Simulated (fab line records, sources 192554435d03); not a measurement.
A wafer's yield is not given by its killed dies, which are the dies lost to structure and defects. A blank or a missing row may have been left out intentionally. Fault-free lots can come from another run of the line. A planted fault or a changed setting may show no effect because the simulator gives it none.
fab line records	flow n5-finfet
[record] lots = 7	wafers = 21
route steps=1938 shown BEOL_M6@1251 BEOL_M8@1332 BEOL_M9@1464 BEOL_M10@1512
start-h: the number of hours between the record's first day and the start of the first shown wafer of the lot	wait-h: how many hours have passed since the lot's step before this one	" unchanged from the row above	L1.1+2: a row that stands for several wafers	- value missing, or start not given	* or withheld: withheld	< > ~ a bound
route shown NAME@n: names a module that has steps shown in the file, with the first one's number in the route	usual: average and standard deviation across the fault-free wafers	same: alike in all rows	chamber/n: place in a boat	sites: readings site by site	_std_site: how widely they spread, as a standard deviation	_edge_site: the outer-site mean with the inner-site mean subtracted	radius-mm: how far each site lies from the wafer's centre	mask NAME#n: copy n	behind: the last tool/chamber to shape the wafer	hold: what put the lot on hold/how long, in hours/how the hold closed	device: transistor that didn't switch, given as n, p or np	end of line: tests run on the same wafers once the route is complete	where a step has no rows: the recipe by itself	killed: count of dies lost to structure and defects at first sort (not the wafer's yield)	map: a wafer's dies, marking killed ones x, the rest . and places with no die _
set.NAME: the run value of the setting; set.NAME@STEP: its run value at that earlier step	model.NAME: the simulator's own value behind a step, which no gauge read
lots where settings were altered on purpose, with a table for each step and a row for each wafer
[[steps]]
[step N5_BEOL_M6_ALD_77]
[recipe] material = TaN	target-thk-a = 20	temp-c = 275	ald-precursor-family = PDMAT	ald-co-reactant = NH3	pressure-torr = 3	carrier-flow-sccm = 1500	pulse-time-s = 2	purge-time-s = 3	co-reactant-purge-time-s = 2	co-reactant-pulse-time-s = 3	ald-cycles = 40	precursor-vessel-temp-c = 75	precursor-vessel-pressure-torr = 26.25	precursor-vessel-carrier-sccm = 1000
lot.wafer	tool	chamber	start-h	wait-h	set.ald-cycles	model.TaN_of_BEOL_M6_ALD_77.thk-nm
L075.2	ald-metal-03	2	204.67	0.2	34	1.8
L075.5+6	"	2,3	"	"	40	2
L076.2+5+6	ald-metal-02	2,2,1	222.41	0.3	40	2
L078.1+3	ald-metal-03	1,3	233.92	0.1	40	2
L078.6	"	3	"	"	43	2.2
L081.1	ald-metal-02	3	258.14	0.1	40	2
L081.4+6	"	2,3	"	"	37	1.8
L085.1+3	ald-metal-02	1,3	297.53	0.0	40	2
L085.6	"	1	"	"	35	1.8
L096.1+3	ald-metal-03	1,2	357.73	0.0	46	2.4
L096.4	"	3	"	"	40	2
L097.2	ald-metal-01	1	372.64	0.1	40	2
L097.3	"	0	"	"	42	2
L097.6	"	0	"	"	42	2.2
[step N5_BEOL_M6_SURFACE_TREAT_79]
[recipe] gas = Ar	time-s = *	ion-energy-ev = *	ion-current-ma-cm2 = 0.5	pressure-mtorr = *	ar-flow-sccm = 30
[step N5_BEOL_M6_CVD_78]
[recipe] material = Co	target-thk-a = 20	temp-c = withheld	precursor = CCTBA/H2	pressure-torr = 30	time-s = 142.3
[step N5_BEOL_M6_ECD_50]
[recipe] material = Cu	target-thk-a = 3000
[step N5_BEOL_M6_ANNEAL_51]
[recipe] temp-c = 225	time-s = 90	ambient = N2
[step N5_BEOL_M6_CMP_52]
[recipe] stop-on = SiCOH_lowk	t-overpolish-s = 6.9	down-force-psi = 1	platen-rpm = 50	clearing-platen-down-force-psi = 1.5	clearing-platen-rpm = 50	post-cmp-clean = cu-alkaline	target-thk-nm = 80	clearing-platen-pad-velocity-m-s = 0.99484	pad-velocity-m-s = 0.99484
lot.wafer	tool	chamber	start-h	wait-h	set.time-s@BEOL_M6_TRENCH_ETCH_37	model.Cu_of_BEOL_M6_ECD_50.thk-nm
L075.2	cmp-03	3	205.98	0.2	34.6	95.4
L075.5	"	3	"	"	31.5	82.2
L075.6	"	0	"	"	31.5	83.6
L076.2	cmp-02	2	227.36	0.2	31.5	81.6
L076.6	"	1	"	"	31.5	81.2
L076.5	"	2	"	"	31.5	81.8
L078.1	cmp-03	1	235.44	0.3	25.66	63.6
L078.3	"	3	"	"	25.66	62.4
L078.6	"	2	"	"	31.5	78.2
L081.4	cmp-01	3	259.23	0.1	31.5	77.6
L081.1	"	1	"	"	31.5	81.6
L081.6	"	3	"	"	25.39	59.2
L085.1	cmp-02	2	298.60	0.3	25.68	62.8
L085.3	"	3	"	"	31.5	78.4
L085.6	"	1	"	"	25.68	62.6
L096.3	cmp-03	1	360.21	0.2	38.2	97.8
L096.4	"	2	"	"	38.2	106.2
L096.1	"	3	"	"	31.5	83
L097.2	cmp-01	3	375.27	0.3	25.71	64.2
L097.3+6	"	0,2	"	"	31.5	82.6
[step N5_BEOL_M6_THK_MEAS_53]
[recipe] thk-meas-gauge = xrf	reads = Cu_of_BEOL_M6_ECD_50
[usual] M6_THK = 83.2/2.2
lot.wafer	tool	chamber	start-h	wait-h	set.time-s@BEOL_M6_TRENCH_ETCH_37	M6_THK[nm]
L075.2	film-metro-01	-	206.27	-	34.6	98.3
L075.5	"	-	"	"	31.5	84.8
L075.6	"	-	"	"	31.5	86.1
L076.2	film-metro-01	-	227.62	-	31.5	84.3
L076.5	"	-	"	"	31.5	84.3
L076.6	"	-	"	"	31.5	84.1
L078.1	film-metro-01	-	235.74	-	25.66	64.9
L078.3	"	-	"	"	25.66	63.5
L078.6	"	-	"	"	31.5	79.9
L081.1	film-metro-02	-	259.52	-	31.5	83.1
L081.4	"	-	"	"	31.5	78.9
L081.6	"	-	"	"	25.39	60.4
L085.1	film-metro-02	-	298.86	-	25.68	63.3
L085.3	"	-	"	"	31.5	79.7
L085.6	"	-	"	"	25.68	63.3
L096.1	film-metro-01	-	360.51	-	31.5	84.9
L096.3	"	-	"	"	38.2	100.3
L096.4	"	-	"	"	38.2	108.6
L097.2	film-metro-01	-	375.49	-	25.71	65.3
L097.3	"	-	"	"	31.5	84.4
L097.6	"	-	"	"	31.5	84.3
[step N5_BEOL_M6_PRE_CLEAN_55]
[recipe] gas = NH3	time-s = 15	temp-c = withheld	rf-power-w = 300
[step N5_BEOL_M6_DEP_56]
[recipe] material = SiCN	target-thk-a = 100	temp-c = withheld	precursor = 3MS/NH3	pressure-torr = 3	rf-w = 202	time-s = 17.5
[step N5_BEOL_M6_RS_MEAS_57]
[recipe] thk-meas-gauge = four-point-probe	reads = Cu_of_BEOL_M6_ECD_50+Co_of_BEOL_M6_CVD_78+TaN_of_BEOL_M6_ALD_77
[usual] M6_RS = 0.281/0.0084
lot.wafer	tool	chamber	start-h	wait-h	set.time-s@BEOL_M6_TRENCH_ETCH_37	M6_RS[ohm/sq]
L075.2	film-metro-01	-	206.40	0.1	34.6	0.234
L075.5	"	-	"	"	31.5	0.278
L075.6	"	-	"	"	31.5	0.272
L076.2	film-metro-02	-	227.75	0.1	31.5	0.279
L076.5	"	-	"	"	31.5	0.278
L076.6	"	-	"	"	31.5	0.281
L078.1	film-metro-01	-	235.87	0.1	25.66	0.376
L078.3	"	-	"	"	25.66	0.385
L078.6	"	-	"	"	31.5	0.294
L081.1	film-metro-02	-	259.65	0.1	31.5	0.280
L081.4	"	-	"	"	31.5	0.296
L081.6	"	-	"	"	25.39	0.410
L085.1	film-metro-02	-	298.99	0.1	25.68	0.382
L085.3	"	-	"	"	31.5	0.292
L085.6	"	-	"	"	25.68	0.383
L096.1	film-metro-02	-	360.64	0.1	31.5	0.273
L096.3	"	-	"	"	38.2	0.226
L096.4	"	-	"	"	38.2	0.206
L097.2	film-metro-01	-	375.62	0.1	25.71	0.373
L097.3	"	-	"	"	31.5	0.277
L097.6	"	-	"	"	31.5	0.276
[step N5_BEOL_M8_ILD_DEP_00]
[recipe] material = SiCOH_lowk	target-thk-a = 1797.5	temp-c = 300	precursor = DEMS/porogen	pressure-torr = 5	rf-w = 500	time-s = 33.4
lot.wafer	tool	chamber	start-h	wait-h	set.time-s	model.SiCOH_lowk_of_BEOL_M8_ILD_DEP_00.thk-nm
L075.2	pecvd-02	1	218.87	0.0	30.42	160.2
L075.5	"	2	"	"	33.4	179.8
L075.6	"	1	"	"	30.42	163.6
L076.2+6	pecvd-02	0,1	235.65	0.0	33.4	178.4
L076.5	"	2	"	"	33.4	181.2
L078.1	pecvd-04	2	242.59	0.0	33.4	180.2
L078.3	"	1	"	"	33.4	181.4
L078.6	"	2	"	"	33.4	184.4
L081.1	pecvd-02	0	271.28	0.0	31.14	171.4
L081.4	"	0	"	"	33.4	187
L081.6	"	1	"	"	31.14	170.2
L085.1	pecvd-04	2	308.19	0.0	28.85	155.8
L085.3	"	0	"	"	33.4	182.2
L085.6	"	0	"	"	33.4	182.8
L096.1	pecvd-02	2	371.41	0.0	37.8	198.8
L096.3	"	0	"	"	37.8	199.4
L096.4	"	0	"	"	33.4	179
L097.2	pecvd-01	1	386.44	0.0	33.4	180.4
L097.3	"	0	"	"	33.4	179.6
L097.6	"	1	"	"	33.4	182.8
[step N5_BEOL_M8_CURE_74]
[recipe] temp-c = 385	time-s = 240	ambient = He/Ar	material = SiCOH_lowk
lot.wafer	tool	chamber	start-h	wait-h	set.time-s@BEOL_M8_ILD_DEP_00	model.SiCOH_lowk_of_BEOL_M8_ILD_DEP_00.thk-nm
L075.2	uv-cure-03	0	219.04	0.1	30.42	138
L075.5	"	0	"	"	33.4	155
L075.6	"	0	"	"	30.42	141
L076.2+6	uv-cure-02	2	235.79	0.1	33.4	153.8
L076.5	"	2	"	"	33.4	156.2
L078.1	uv-cure-02	0	242.65	0.0	33.4	155.4
L078.3	"	0	"	"	33.4	156.4
L078.6	"	0	"	"	33.4	159
L081.1	uv-cure-02	0	271.35	0.0	31.14	147.6
L081.4	"	0	"	"	33.4	161.4
L081.6	"	0	"	"	31.14	146.6
L085.1	uv-cure-01	0	308.26	0.0	28.85	134.2
L085.3	"	0	"	"	33.4	157.2
L085.6	"	0	"	"	33.4	157.8
L096.1	uv-cure-01	2	371.47	0.0	37.8	171.6
L096.3	"	2	"	"	37.8	172.2
L096.4	"	2	"	"	33.4	154.4
L097.2	uv-cure-01	2	386.58	0.1	33.4	155.6
L097.3	"	2	"	"	33.4	154.8
L097.6	"	2	"	"	33.4	157.8
[step N5_BEOL_M8_THK_MEAS_01]
[recipe] reads = SiCOH_lowk_of_BEOL_M8_ILD_DEP_00
[usual] M8_ILD_THK = 155.6/2.1
lot.wafer	tool	chamber	start-h	wait-h	set.time-s@BEOL_M8_ILD_DEP_00	M8_ILD_THK[nm]
L075.2	film-metro-02	-	219.47	0.4	30.42	138.0
L075.5	"	-	"	"	33.4	155.2
L075.6	"	-	"	"	30.42	140.9
L076.2	film-metro-02	-	236.22	0.4	33.4	154.0
L076.5	"	-	"	"	33.4	156.1
L076.6	"	-	"	"	33.4	153.9
L078.1	film-metro-02	-	243.17	0.4	33.4	155.4
L078.3	"	-	"	"	33.4	156.6
L078.6	"	-	"	"	33.4	159.1
L081.1	film-metro-02	-	271.86	0.4	31.14	147.7
L081.4	"	-	"	"	33.4	161.2
L081.6	"	-	"	"	31.14	146.8
L085.1	film-metro-02	-	308.77	0.4	28.85	134.2
L085.3	"	-	"	"	33.4	157.2
L085.6	"	-	"	"	33.4	157.7
L096.1	film-metro-01	-	372.47	0.8	37.8	171.7
L096.3	"	-	"	"	37.8	172.2
L096.4	"	-	"	"	33.4	154.3
L097.2	film-metro-01	-	387.02	0.4	33.4	155.6
L097.3	"	-	"	"	33.4	154.9
L097.6	"	-	"	"	33.4	157.7
[step N5_BEOL_M8_HM_DEP_02]
[recipe] material = TiN	target-thk-a = 200	temp-c = 25	chamber-pressure-pa = 0.49996
lot.wafer	tool	chamber	start-h	wait-h	set.target-thk-a	model.TiN_of_BEOL_M8_HM_DEP_02.thk-nm
L075.2+5	pvd-sputter-01	-	219.58	0.1	200	20
L075.6	"	-	"	"	200	19.8
L076.2+6	pvd-sputter-01	-	236.42	0.1	200	19.6
L076.5	"	-	"	"	200	19.4
L078.1	pvd-sputter-02	-	243.46	0.2	200	20
L078.3	"	-	"	"	224.9	22.6
L078.6	"	-	"	"	200	20.2
L081.1+4	pvd-sputter-03	-	273.89	2.0	200	20
L081.6	"	-	"	"	200	19.8
L085.1+3	pvd-sputter-01	-	313.40	4.6	173.1	16.6
L085.6	"	-	"	"	200	19.2
L096.1	pvd-sputter-03	-	372.71	0.2	200	19.8
L096.3+4	"	-	"	"	211.5	21
L097.2+6	pvd-sputter-02	-	390.47	3.4	200	20
L097.3	"	-	"	"	178.1	17.8
[step N5_BEOL_M8_COAT_59]
[recipe] resist = SOC	temp-c = 250	time-s = 60	spin-rpm = 1500	resist-thk-nm = 100
[step N5_BEOL_M8_COAT_60]
[recipe] resist = SiARC	temp-c = 220	time-s = 60	spin-rpm = 1500	resist-thk-nm = 35
[step N5_BEOL_M8_STRIP_68]
[recipe] chemistry = N2/H2	temp-c = 40	n2-flow-sccm = 200	h2-flow-sccm = 200	rf-frequency-hz = 6e+07
[step N5_BEOL_M8_STRIP_67]
[recipe] chemistry = CF4	resist = SiARC	power-w = 300	bias-power-w = 75	pressure-mtorr = 50	cf4-flow-sccm = 150	rf-frequency-hz = 6e+07
[step N5_BEOL_M8_HM_OPEN_17]
[recipe] chemistry = Cl2/BCl3	target-depth-a = 200	overetch-a = 60	target = TiN	mask-material = SOC	ion-energy-ev = 150	pressure-mtorr = 10	icp-w = 1000	bias-w = 126	Cl2_flow_sccm = 53.25	bcl3-flow-sccm = 21.75	Ar_flow_sccm = 25
lot.wafer	tool	chamber	start-h	wait-h	set.target-thk-a@BEOL_M8_HM_DEP_02	model.etch.depth-nm
L075.2	rie-metal-02	1	220.87	0.0	200	19.92
L075.5	"	1	"	"	200	20.02
L075.6	"	0	"	"	200	19.73
L076.2	rie-metal-03	1	237.23	0.1	200	19.57
L076.5	"	1	"	"	200	19.45
L076.6	"	1	"	"	200	19.63
L078.1	rie-metal-03	0	244.30	0.0	200	20
L078.3	"	0	"	"	224.9	22.59
L078.6	"	0	"	"	200	20.14
L081.1	rie-metal-03	1	274.76	0.0	200	20.02
L081.4	"	1	"	"	200	19.91
L081.6	"	1	"	"	200	19.81
L085.1	rie-metal-01	0	314.62	0.0	173.1	16.51
L085.3	"	0	"	"	173.1	16.61
L085.6	"	1	"	"	200	19.23
L096.1	rie-metal-02	1	373.57	0.0	200	19.72
L096.3	"	1	"	"	211.5	20.96
L096.4	"	1	"	"	211.5	21.02
L097.2	rie-metal-01	1	391.33	0.0	200	19.92
L097.3	"	1	"	"	178.1	17.71
L097.6	"	1	"	"	200	19.96
[step N5_BEOL_M8_DEP_56]
[recipe] material = SiCN	target-thk-a = 100	temp-c = withheld	precursor = 3MS/NH3	pressure-torr = 3	rf-w = 202	time-s = 17.5
lot.wafer	tool	chamber	start-h	wait-h	set.time-s	model.SiCN_of_BEOL_M8_DEP_56.thk-nm
L075.2+5	pecvd-01	1,2	230.14	0.0	17.5	10
L075.6	"	1	"	"	15.49	9
L076.2	pecvd-01	1	242.01	0.0	17.5	9.8
L076.5	"	1	"	"	17.5	10.2
L076.6	"	2	"	"	17.5	10
L078.1	pecvd-01	0	250.98	0.0	17.5	10
L078.3	"	2	"	"	17.5	9.8
L078.6	"	2	"	"	17.5	10.2
L081.1	pecvd-04	0	279.45	0.0	19.39	11
L081.4	"	0	"	"	17.5	10.2
L081.6	"	2	"	"	19.39	11.4
L085.1	pecvd-01	2	321.31	0.0	19.55	11.2
L085.3	"	1	"	"	17.5	10
L085.6	"	0	"	"	17.5	10.2
L096.1	pecvd-01	1	381.03	0.0	17.5	10
L096.3+4	"	2,0	"	"	17.5	9.8
L097.2	pecvd-01	0	400.02	0.0	17.5	10
L097.3	"	2	"	"	17.5	10.2
L097.6	"	2	"	"	17.5	10.4
[step N5_BEOL_M9_CMP_52]
[recipe] stop-on = SiCOH_lowk	t-overpolish-s = 7	down-force-psi = 1	platen-rpm = 50	clearing-platen-down-force-psi = 1.5	clearing-platen-rpm = 50	post-cmp-clean = cu-alkaline	target-thk-nm = 140	clearing-platen-pad-velocity-m-s = 0.99484	pad-velocity-m-s = 0.99484
[usual] barrier-field-endpoint-s = 28.9/0.77
lot.wafer	tool	chamber	start-h	wait-h	set.down-force-psi	barrier-field-endpoint-s
L075.2	cmp-03	3	235.93	0.3	1	29.6
L075.6	"	0	"	"	1.183	24.6
L075.5	"	1	"	"	1.183	23.8
L076.2	cmp-03	0	249.93	0.2	1	28.4
L076.5	"	3	"	"	1	30.6
L076.6	"	0	"	"	1	29.7
L078.3	cmp-01	1	259.57	0.2	0.8438	34.3
L078.1	"	0	"	"	0.8438	32.8
L078.6	"	1	"	"	1	28.2
L081.1	cmp-01	0	287.63	0.4	1	28.3
L081.4	"	1	"	"	1	29.2
L081.6	"	3	"	"	1	28.5
L085.1	cmp-01	1	326.66	0.3	0.8916	32.1
L085.3	"	2	"	"	1	27.9
L085.6	"	2	"	"	0.8916	32.1
L096.3	cmp-04	1	390.55	0.2	0.8015	35.2
L096.1	"	2	"	"	1	28.1
L096.4	"	0	"	"	0.8015	35.6
L097.3	cmp-03	1	410.88	0.2	1	28.6
L097.2	"	0	"	"	1	29.1
L097.6	"	2	"	"	0.886	34.5
[step N5_BEOL_M10_TRENCH_ETCH_37]
[recipe] chemistry = C4F6/O2	target-depth-a = 1488.3	target = SiCOH_lowk	time-s = 48	ion-energy-ev = 250	pressure-mtorr = 30	source-w = 345	bias-w = 185	Ar_flow_sccm = 300	C4F6_flow_sccm = 10	O2_flow_sccm = 10
lot.wafer	tool	chamber	start-h	wait-h	set.time-s	model.BEOL_M10.feature-depth-nm	model.etch.depth-nm	model.TiN_of_BEOL_M10_HM_DEP_02.thk-nm
L075.2	rie-diel-03	1	-	-	48	153.4	153.5	15.8
L075.5	"	2	"	"	51.3	160.2	160.2	15.6
L075.6	"	3	"	"	51.3	155	154.9	15.6
L076.2	rie-diel-03	0	-	-	48	145.4	145.4	16.4
L076.5	"	3	"	"	48	143.8	143.9	16.2
L076.6	"	0	"	"	48	144.2	144.3	16.4
L078.1	rie-diel-03	0	-	-	48	146.4	146.3	16
L078.3	"	3	"	"	41.9	126.8	126.8	16.6
L078.6	"	0	"	"	41.9	126.8	126.8	16.8
L081.1	rie-diel-03	0	-	-	48	146.4	146.4	15.8
L081.4	"	3	"	"	48	144	143.9	15.8
L081.6	"	0	"	"	48	145.6	145.6	16
L085.1	rie-diel-04	3	-	-	48	147.6	147.6	15.4
L085.3	"	0	"	"	56.5	175.4	175.5	14.8
L085.6	"	0	"	"	56.5	175	175	14.8
L096.1	rie-diel-01	0	-	-	37.83	118.2	118.2	16.6
L096.3	"	2	"	"	48	150.8	150.8	15.6
L096.4	"	1	"	"	48	153	153.1	15.8
L097.2	rie-diel-01	3	-	-	48	151	150.9	16
L097.3	"	1	"	"	43.44	137	137	16.6
L097.6	"	1	"	"	43.44	136.8	136.9	16.4
[step N5_BEOL_M10_ETCH_41]
[recipe] chemistry = CH3F/O2	target = SiCN	target-depth-a = 426	taper-deg = 2	time-s = 86	ion-energy-ev = 120	mask-material = TiN	pressure-mtorr = 30	source-w = 395	bias-w = 75	Ar_flow_sccm = 150	CH3F_flow_sccm = 30	O2_flow_sccm = 20
[step N5_BEOL_M10_STRIP_77]
[recipe] chemistry = N2/H2	time-s = 10	power-w = 450	temp-c = 40	pressure-mtorr = 20	rf-frequency-hz = 6e+07	bias-power-w = 7	n2-flow-sccm = 200	h2-flow-sccm = 200
[step N5_BEOL_M10_OCD_MEAS_38]
[usual] trench-depth-nm = 149.0/2.9
lot.wafer	tool	chamber	start-h	wait-h	set.time-s@BEOL_M10_TRENCH_ETCH_37	trench-depth-nm
L075.2	ocd-01	-	239.82	-	48	153.2
L075.5	"	-	"	"	51.3	160.4
L075.6	"	-	"	"	51.3	154.3
L076.2	ocd-01	-	255.18	-	48	145.4
L076.5	"	-	"	"	48	144.0
L076.6	"	-	"	"	48	144.3
L078.1	ocd-02	-	268.34	-	48	146.3
L078.3	"	-	"	"	41.9	126.3
L078.6	"	-	"	"	41.9	126.7
L081.1	ocd-01	-	294.49	-	48	147.1
L081.4	"	-	"	"	48	144.1
L081.6	"	-	"	"	48	145.3
L085.1	ocd-02	-	331.91	-	48	147.7
L085.3	"	-	"	"	56.5	175.3
L085.6	"	-	"	"	56.5	175.3
L096.1	ocd-02	-	395.92	-	37.83	118.3
L096.3	"	-	"	"	48	151.3
L096.4	"	-	"	"	48	153.2
L097.2	ocd-02	-	417.24	-	48	150.8
L097.3	"	-	"	"	43.44	137.2
L097.6	"	-	"	"	43.44	137.0
[[key]]
[split] step = N5_BEOL_M6_ALD_77	setting = ald-cycles	stated = 40	by = wafer
[response] step = N5_BEOL_M6_ALD_77	reading = model.TaN_of_BEOL_M6_ALD_77.thk-nm	change = +0.0202	per = 1%	r = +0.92
[split] step = N5_BEOL_M8_ILD_DEP_00	setting = time-s	stated = 33.4	by = wafer
[response] step = N5_BEOL_M8_ILD_DEP_00	reading = model.SiCOH_lowk_of_BEOL_M8_ILD_DEP_00.thk-nm	change = +1.85	per = 1%	r = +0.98
[response] step = N5_BEOL_M8_CURE_74	reading = model.SiCOH_lowk_of_BEOL_M8_ILD_DEP_00.thk-nm	change = +1.62	per = 1%	r = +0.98
[response] step = N5_BEOL_M8_THK_MEAS_01	reading = M8_ILD_THK	change = +1.62	per = 1%	r = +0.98
[split] step = N5_BEOL_M8_HM_DEP_02	setting = target-thk-a	stated = 200	by = wafer
[response] step = N5_BEOL_M8_HM_DEP_02	reading = model.TiN_of_BEOL_M8_HM_DEP_02.thk-nm	change = +0.199	per = 1%	r = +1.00
[response] step = N5_BEOL_M8_HM_OPEN_17	reading = model.etch.depth-nm	change = +0.203	per = 1%	r = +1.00
[split] step = N5_BEOL_M8_DEP_56	setting = time-s	stated = 17.5	by = wafer
[response] step = N5_BEOL_M8_DEP_56	reading = model.SiCN_of_BEOL_M8_DEP_56.thk-nm	change = +0.0912	per = 1%	r = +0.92
[split] step = N5_BEOL_M9_CMP_52	setting = down-force-psi	stated = 1	by = wafer
[response] step = N5_BEOL_M9_CMP_52	reading = barrier-field-endpoint-s	change = -0.358	per = 1%	r = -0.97
[split] step = N5_BEOL_M10_TRENCH_ETCH_37	setting = time-s	stated = 48	by = wafer
[response] step = N5_BEOL_M10_TRENCH_ETCH_37	reading = model.BEOL_M10.feature-depth-nm	change = +1.52	per = 1%	r = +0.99
[response] step = N5_BEOL_M10_TRENCH_ETCH_37	reading = model.etch.depth-nm	change = +1.52	per = 1%	r = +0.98
[response] step = N5_BEOL_M10_TRENCH_ETCH_37	reading = model.TiN_of_BEOL_M10_HM_DEP_02.thk-nm	change = -0.0421	per = 1%	r = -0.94
[response] step = N5_BEOL_M10_OCD_MEAS_38	reading = trench-depth-nm	change = +1.53	per = 1%	r = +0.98
split outside-this-file step=N5_BEOL_M6_TRENCH_ETCH_37 setting=time-s
// split outside-this-file: this setting was split too, and the file shows its column; the key of that split is in another file
